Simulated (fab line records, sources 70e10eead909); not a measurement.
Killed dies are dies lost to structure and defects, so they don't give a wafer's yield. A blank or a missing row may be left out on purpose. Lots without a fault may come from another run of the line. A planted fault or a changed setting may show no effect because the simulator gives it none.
Which tool did it? | flow nand_harc | 24 lots, 72 wafers sampled, at 6 steps of a route of 1302

WHAT THE GAUGES READ, wafer by wafer
NHARC_A_SOURCE_PLATE_INSPECT_08.
lot  | measured     | on                | raw_defect_count
L074 | day 7 11:46  | defect_inspect-02 | 84 90 89
L076 | day 8 03:44  | defect_inspect-02 | 72 80 63
L075 | day 8 03:44  | defect_inspect-01 | 38 96 73
L077 | day 9 01:34  | defect_inspect-02 | 172 97 81
L078 | day 9 05:04  | defect_inspect-02 | 45 34 40
L079 | day 9 18:08  | defect_inspect-01 | 89 66 73
L080 | day 10 03:12 | defect_inspect-02 | 51 39 71
L081 | day 10 13:55 | defect_inspect-02 | 38 59 31
L082 | day 11 06:21 | defect_inspect-01 | 36 34 23
L083 | day 11 09:58 | defect_inspect-01 | 47 50 34
L084 | day 11 20:46 | defect_inspect-02 | 56 46 44
L085 | day 12 09:15 | defect_inspect-01 | 39 53 54
L086 | day 12 17:14 | defect_inspect-01 | 56 85 51
L087 | day 13 02:46 | defect_inspect-01 | 75 43 35
L089 | day 14 00:05 | defect_inspect-01 | 75 61 65
L088 | day 14 00:05 | defect_inspect-02 | 35 51 76
L090 | day 14 11:11 | defect_inspect-01 | 34 24 30
L091 | day 14 20:23 | defect_inspect-02 | 75 37 29
L092 | day 15 08:22 | defect_inspect-01 | 135 48 114
L093 | day 16 01:16 | defect_inspect-02 | 130 115 153
L094 | day 16 11:41 | defect_inspect-02 | 45 38 73
L095 | day 17 08:01 | defect_inspect-02 | 64 49 108
L096 | day 17 14:17 | defect_inspect-02 | 76 47 88
L097 | day 17 14:17 | defect_inspect-01 | 72 88 64

NHARC_A_ONON_D1_THK_MEAS_02: measures by ellipsometry.
lot  | measured     | on            | thk_nm (nm)
L074 | day 7 12:20  | film_metro-01 | 1001 1000 1001
L076 | day 8 04:19  | film_metro-02 | 995 997 995
L075 | day 8 04:19  | film_metro-01 | 1004 1004 1002
L077 | day 9 02:08  | film_metro-02 | 1006 1005 1005
L078 | day 9 05:38  | film_metro-02 | 998 997 997
L079 | day 9 18:43  | film_metro-01 | 994 993 995
L080 | day 10 03:47 | film_metro-02 | 1007 1007 1006
L081 | day 10 14:29 | film_metro-01 | 1006 1008 1007
L082 | day 11 06:55 | film_metro-02 | 998 999 999
L083 | day 11 10:32 | film_metro-01 | 997 996 998
L084 | day 11 21:20 | film_metro-01 | 996 996 998
L085 | day 12 09:50 | film_metro-01 | 1001 999 1002
L086 | day 12 17:49 | film_metro-01 | 1003 1004 1001
L087 | day 13 03:21 | film_metro-01 | 997 995 998
L089 | day 14 00:40 | film_metro-01 | 995 995 994
L088 | day 14 00:40 | film_metro-02 | 1000 997 998
L090 | day 14 11:55 | film_metro-02 | 1012 1012 1012
L091 | day 14 20:58 | film_metro-02 | 1022 1023 1024
L092 | day 15 08:56 | film_metro-02 | 999 997 998
L093 | day 16 01:50 | film_metro-01 | 999 997 997
L094 | day 16 12:17 | film_metro-01 | 998 998 998
L095 | day 17 08:35 | film_metro-02 | 1006 1005 1008
L096 | day 17 14:51 | film_metro-02 | 1005 1007 1005
L097 | day 17 14:52 | film_metro-01 | 1004 1004 1002

NHARC_A_CHANNEL_HOLE_D1_INSPECT_12.
lot  | measured     | on                | raw_defect_count
L074 | day 8 05:22  | defect_inspect-02 | 7 2 4
L076 | day 8 20:49  | defect_inspect-01 | 12 11 9
L075 | day 8 21:19  | defect_inspect-02 | 5 10 7
L077 | day 9 18:14  | defect_inspect-01 | 18 6 5
L078 | day 9 18:36  | defect_inspect-02 | 8 5 5
L079 | day 10 10:38 | defect_inspect-01 | 7 11 7
L080 | day 11 00:16 | defect_inspect-01 | 2 4 9
L081 | day 11 06:58 | defect_inspect-01 | 8 4 3
L082 | day 12 00:02 | defect_inspect-02 | 4 3 1
L083 | day 12 06:32 | defect_inspect-01 | 4 4 4
L084 | day 12 12:55 | defect_inspect-02 | 3 5 5
L085 | day 13 02:28 | defect_inspect-01 | 2 6 6
L086 | day 13 11:20 | defect_inspect-01 | 8 11 11
L087 | day 14 02:02 | defect_inspect-02 | 11 3 4
L089 | day 14 19:14 | defect_inspect-02 | 6 6 7
L088 | day 14 18:30 | defect_inspect-01 | 6 5 8
L090 | day 15 03:28 | defect_inspect-01 | 2 3 3
L091 | day 15 15:31 | defect_inspect-02 | 6 2 2
L092 | day 16 01:08 | defect_inspect-02 | 14 2 7
L093 | day 16 22:25 | defect_inspect-02 | 15 11 17
L094 | day 17 07:26 | defect_inspect-01 | 9 7 7
L095 | day 18 03:18 | defect_inspect-02 | 9 8 8
L096 | day 18 06:26 | defect_inspect-01 | 6 3 9
L097 | day 18 06:44 | defect_inspect-01 | 8 10 4

NHARC_A_CHANNEL_HOLE_D1_CD_MEAS_30.
lot  | measured     | on        | cd_nm (nm)
L074 | day 8 12:10  | cd_sem-03 | 89.1 92.0 89.8
L076 | day 9 04:32  | cd_sem-02 | 87.7 90.8 88.0
L075 | day 9 04:05  | cd_sem-03 | 89.9 89.3 87.9
L077 | day 10 03:36 | cd_sem-02 | 92.0 92.7 89.0
L078 | day 10 07:32 | cd_sem-02 | 92.4 93.5 90.3
L079 | day 10 17:35 | cd_sem-02 | 93.6 89.6 90.3
L080 | day 11 07:01 | cd_sem-03 | 91.2 92.5 89.1
L081 | day 11 13:53 | cd_sem-02 | 90.5 90.1 90.5
L082 | day 12 06:48 | cd_sem-02 | 90.7 90.8 91.5
L083 | day 12 13:18 | cd_sem-03 | 90.2 91.2 89.9
L084 | day 12 21:18 | cd_sem-03 | 90.5 91.6 88.2
L085 | day 13 09:16 | cd_sem-03 | 87.3 90.5 89.6
L086 | day 13 23:06 | cd_sem-02 | 89.1 89.7 89.7
L087 | day 14 10:55 | cd_sem-02 | 90.3 90.2 91.4
L089 | day 15 02:24 | cd_sem-01 | 91.2 90.7 90.2
L088 | day 15 01:14 | cd_sem-02 | 91.6 92.8 91.9
L090 | day 15 10:15 | cd_sem-01 | 90.0 89.7 90.3
L091 | day 16 01:04 | cd_sem-01 | 89.5 92.3 91.2
L092 | day 16 07:55 | cd_sem-03 | 89.6 90.8 89.8
L093 | day 17 05:11 | cd_sem-03 | 90.3 90.4 91.3
L094 | day 17 20:11 | cd_sem-03 | 89.8 91.1 90.9
L095 | day 18 10:03 | cd_sem-03 | 91.5 91.4 90.8
L096 | day 18 13:14 | cd_sem-03 | 90.5 92.3 90.1
L097 | day 18 14:13 | cd_sem-03 | 90.8 91.7 91.3

WHICH TOOL RAN EACH LOT (tool, then ch and the chambers of the sampled wafers, then the start)
lot  | NHARC_A_CHANNEL_HOLE_D1_ETCH_19  | NHARC_A_CHANNEL_HOLE_D1_ETCH_23
L074 | har_etch-02 ch 0,1, day 8 06:38  | har_etch-02 ch 0,1, day 8 08:05
L076 | har_etch-02 ch 0,1, day 8 23:02  | har_etch-02 ch 0,1, day 9 00:28
L075 | har_etch-01 ch 0,1, day 8 22:35  | har_etch-01 ch 0,1, day 9 00:14
L077 | har_etch-01 ch 0,1, day 9 22:08  | har_etch-01 ch 0,1, day 9 23:46
L078 | har_etch-02 ch 0,1, day 10 02:01 | har_etch-02 ch 0,1, day 10 03:28
L079 | har_etch-02 ch 0,1, day 10 12:06 | har_etch-02 ch 0,1, day 10 13:37
L080 | har_etch-02 ch 0,1, day 11 01:31 | har_etch-02 ch 0,1, day 11 02:56
L081 | har_etch-01 ch 0,1, day 11 08:14 | har_etch-01 ch 0,1, day 11 09:53
L082 | har_etch-01 ch 0,1, day 12 01:19 | har_etch-01 ch 0,1, day 12 02:55
L083 | har_etch-02 ch 0,1, day 12 07:46 | har_etch-02 ch 0,1, day 12 09:13
L084 | har_etch-02 ch 0,1, day 12 15:50 | har_etch-02 ch 0,1, day 12 17:33
L085 | har_etch-01 ch 0,1, day 13 03:45 | har_etch-01 ch 0,1, day 13 05:10
L086 | har_etch-02 ch 1, day 13 13:32   | har_etch-02 ch 1, day 13 16:59
L087 | har_etch-01 ch 0,1, day 14 05:15 | har_etch-01 ch 0,1, day 14 06:48
L089 | har_etch-01 ch 0,1, day 14 20:57 | har_etch-01 ch 0,1, day 14 22:40
L088 | har_etch-02 ch 0,1, day 14 19:44 | har_etch-02 ch 0,1, day 14 21:11
L090 | har_etch-01 ch 0,1, day 15 04:45 | har_etch-01 ch 0,1, day 15 06:23
L091 | har_etch-02 ch 0,1, day 15 19:33 | har_etch-02 ch 0,1, day 15 21:05
L092 | har_etch-02 ch 0,1, day 16 02:25 | har_etch-02 ch 0,1, day 16 04:02
L093 | har_etch-01 ch 0,1, day 16 23:41 | har_etch-01 ch 0,1, day 17 01:20
L094 | har_etch-02 ch 0,1, day 17 14:38 | har_etch-02 ch 0,1, day 17 16:05
L095 | har_etch-01 ch 0,1, day 18 04:35 | har_etch-01 ch 0,1, day 18 06:12
L096 | har_etch-02 ch 0,1, day 18 07:41 | har_etch-02 ch 0,1, day 18 09:07
L097 | har_etch-01 ch 0,1, day 18 08:44 | har_etch-01 ch 0,1, day 18 10:22
- NHARC_A_CHANNEL_HOLE_D1_ETCH_19: etches the open film in C4F8/O2/Ar, time 34.5 s.
- NHARC_A_CHANNEL_HOLE_D1_ETCH_23: etches the open film in C4F8/O2/Ar, time 819 s, target depth 1600 nm.

WHAT THE TOOLS THEMSELVES READ (means of the sampled wafers that have a number; where no wafer has one, the mark that the record gives instead)
NHARC_A_CHANNEL_HOLE_D1_ETCH_19.
lot  | tool        | drypump_motor_current_A (A) | showerhead_plenum_p_Torr (Torr) | temp_c (C) | throttle_valve_pct (%)
L074 | har_etch-02 | 6.5                         | 3.67                            | -20.10     | 37.038
L076 | har_etch-02 | 6.3                         | 3.55                            | -19.88     | 37.033
L075 | har_etch-01 | 5.3                         | 3.78                            | -19.88     | 37.031
L077 | har_etch-01 | 5.7                         | 3.77                            | -20.04     | 37.045
L078 | har_etch-02 | 6.3                         | 3.55                            | -19.87     | 37.037
L079 | har_etch-02 | 6.3                         | 3.54                            | -20.08     | 37.042
L080 | har_etch-02 | 6.3                         | 3.54                            | -19.98     | 37.031
L081 | har_etch-01 | 5.4                         | 3.76                            | -20.01     | 37.038
L082 | har_etch-01 | 5.3                         | 3.76                            | -19.92     | 37.038
L083 | har_etch-02 | 6.5                         | 3.64                            | -20.11     | 37.027
L084 | har_etch-02 | 6.3                         | 3.53                            | -19.99     | 37.034
L085 | har_etch-01 | 5.7                         | 3.75                            | -19.98     | 37.044
L086 | har_etch-02 | 6.7                         | 3.72                            | -19.97     | 37.039
L087 | har_etch-01 | 5.3                         | 3.74                            | -20.10     | 37.034
L089 | har_etch-01 | 5.3                         | 3.73                            | -20.06     | 37.037
L088 | har_etch-02 | 6.5                         | 3.80                            | -19.87     | 37.037
L090 | har_etch-01 | 5.4                         | 3.73                            | -19.98     | 37.034
L091 | har_etch-02 | 6.5                         | 3.79                            | -19.97     | 37.044
L092 | har_etch-02 | 6.3                         | 3.88                            | -20.09     | 37.034
L093 | har_etch-01 | 5.7                         | 3.72                            | -19.97     | 37.041
L094 | har_etch-02 | 6.3                         | 3.88                            | -20.09     | 37.039
L095 | har_etch-01 | 5.3                         | 3.71                            | -20.06     | 37.031
L096 | har_etch-02 | 6.5                         | 3.78                            | -19.96     | 37.030
L097 | har_etch-01 | 5.7                         | 3.70                            | -19.98     | 37.041

NHARC_A_CHANNEL_HOLE_D1_ETCH_23.
lot  | tool        | drypump_motor_current_A (A) | showerhead_plenum_p_Torr (Torr) | temp_c (C) | throttle_valve_pct (%)
L074 | har_etch-02 | 6.5                         | 3.62                            | -20.09     | 32.163
L076 | har_etch-02 | 6.3                         | 3.52                            | -19.95     | 32.153
L075 | har_etch-01 | 5.3                         | 3.73                            | -20.10     | 32.158
L077 | har_etch-01 | 5.7                         | 3.73                            | -19.99     | 32.155
L078 | har_etch-02 | 6.3                         | 3.51                            | -20.12     | 32.157
L079 | har_etch-02 | 6.3                         | 3.51                            | -20.05     | 32.145
L080 | har_etch-02 | 6.3                         | 3.51                            | -19.93     | 32.152
L081 | har_etch-01 | 5.3                         | 3.72                            | -20.02     | 32.152
L082 | har_etch-01 | 5.4                         | 3.71                            | -19.96     | 32.159
L083 | har_etch-02 | 6.5                         | 3.59                            | -20.02     | 32.160
L084 | har_etch-02 | 6.3                         | 3.49                            | -19.99     | 32.161
L085 | har_etch-01 | 5.7                         | 3.70                            | -19.96     | 32.163
L086 | har_etch-02 | 6.7                         | 3.68                            | -19.88     | 32.156
L087 | har_etch-01 | 5.3                         | 3.69                            | -19.98     | 32.157
L089 | har_etch-01 | 5.4                         | 3.69                            | -19.82     | 32.155
L088 | har_etch-02 | 6.5                         | 3.76                            | -20.07     | 32.151
L090 | har_etch-01 | 5.3                         | 3.69                            | -20.14     | 32.153
L091 | har_etch-02 | 6.5                         | 3.75                            | -20.05     | 32.154
L092 | har_etch-02 | 6.3                         | 3.83                            | -20.01     | 32.155
L093 | har_etch-01 | 5.7                         | 3.68                            | -20.13     | 32.149
L094 | har_etch-02 | 6.3                         | 3.82                            | -20.01     | 32.157
L095 | har_etch-01 | 5.3                         | 3.66                            | -20.07     | 32.158
L096 | har_etch-02 | 6.5                         | 3.74                            | -19.91     | 32.153
L097 | har_etch-01 | 5.7                         | 3.66                            | -19.94     | 32.160

THE ANSWER, worked out from the rows above alone
Rule: what is usual is taken from the lots themselves. Put in order of their means at a reading, lots are off if they are a third of the lots or fewer, leave a main group of 4 or more, and stand apart from it by a gap of 3 or more times the standard deviation of the main group's means; of several such gaps the widest counts. A main group whose means are all the same, to the digits that the tables above print for the reading, isn't used. A lot without any number at a reading at which 4 lots or more have one is off too. The other lots that the step has rows for count as sound. The gauges are gone through in route order, then the tools' own readings, and for those a lot's mean is taken as printed above. The first step at which some lot is off is used, and at that step the reading that is off furthest; a lot without a number counts as furthest.
No lot is off at any reading shown: from this, nothing can be told.

WHAT THE SIMULATOR HAD PUT IN
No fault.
